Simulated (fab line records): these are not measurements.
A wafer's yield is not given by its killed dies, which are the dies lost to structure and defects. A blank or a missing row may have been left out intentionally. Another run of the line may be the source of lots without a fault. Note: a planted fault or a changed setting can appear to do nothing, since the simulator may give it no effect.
What tool caused it? | flow n5 finfet | 6 lots, 17 wafers sampled, at 3 steps of a route of 1938

## WHAT EACH GAUGE READ, for each wafer
N5_HKMG_FIN_INSPECT_14: inspects for defects (macro).
lot  | measured     | on                | raw defect count
L433 | day 4 08:07  | defect inspect-01 | 0 1 3
L436 | day 5 01:49  | defect inspect-01 | 2 2 2
L445 | day 7 12:48  | defect inspect-01 | >300 >300 >300
L449 | day 8 07:02  | defect inspect-01 | 3 2 3
L452 | day 9 04:28  | defect inspect-01 | 0 3 1
L454 | day 10 00:02 | defect inspect-02 | 3 3

## WHAT TOOL EACH LOT RAN ON (gives the tool, then ch and the chambers of the sampled wafers, and finally the start)
lot  | N5_HKMG_FIN_STRIP_57              | N5_HKMG_FIN_WET_ETCH_76
L433 | rie diel-01 ch 1,2,3, day 4 05:03 | wet bench-06 ch 1,5,7, day 4 05:34
L436 | rie diel-05 ch 0,1,3, day 4 22:45 | wet bench-01 ch 2,4,7, day 4 23:17
L445 | rie diel-01 ch 0,1,3, day 7 09:44 | wet bench-06 ch 1,5,7, day 7 10:16
L449 | rie diel-01 ch 0,1,2, day 8 03:58 | wet bench-01 ch 0,2,6, day 8 04:30
L452 | rie diel-06 ch 0,1,3, day 9 01:07 | wet bench-05 ch 1,3,7, day 9 01:38
L454 | rie diel-01 ch 1,2, day 9 21:02   | wet bench-01 ch 0,7, day 9 21:34
- N5_HKMG_FIN_STRIP_57: strips in CF4.
- N5_HKMG_FIN_WET_ETCH_76: etches Al2O3 in dNH4OH, stops on La2O3, target depth 2.25 nm, rinse time 30 s.

## THE ANSWER, worked out from the rows above alone
Rule: the lots themselves supply what counts as usual. Put in order of their means at a reading, lots are off if they are a third of the lots or fewer, leave a main group of 4 or more, and stand apart from it by a gap of 3 or more times the standard deviation of the main group's means; of several such gaps the widest counts. Not used: any main group whose means are identical at the precision the tables above print for the reading. Also off: a lot with no number at a reading for which 4 or more lots have one. The other lots that the step has rows for count as sound.
Off at N5_HKMG_FIN_INSPECT_14 (raw defect count): L445. Without a number there: L445. Main group: mean 2.1, sd 0.68.
If a tool, at a process step before that reading, ran all the lots that are off and no sound lot after the first of them, it fits. The gauges at N5_HKMG_FIN_INSPECT_14 are tried like those tools. One fits: N5_HKMG_FIN_WET_ETCH_76 on wet bench-06. Its last sound lot is L433 (day 4 05:34), its first lot that is off L445 (day 7 10:16): a fault that began between those two fits.

## WHAT THE SIMULATOR HAD PUT IN
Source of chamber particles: wet bench-06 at N5_HKMG_FIN_WET_ETCH_76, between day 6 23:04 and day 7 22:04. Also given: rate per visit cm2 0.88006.
Struck lots among those shown: L445. The same result came from the rule above.
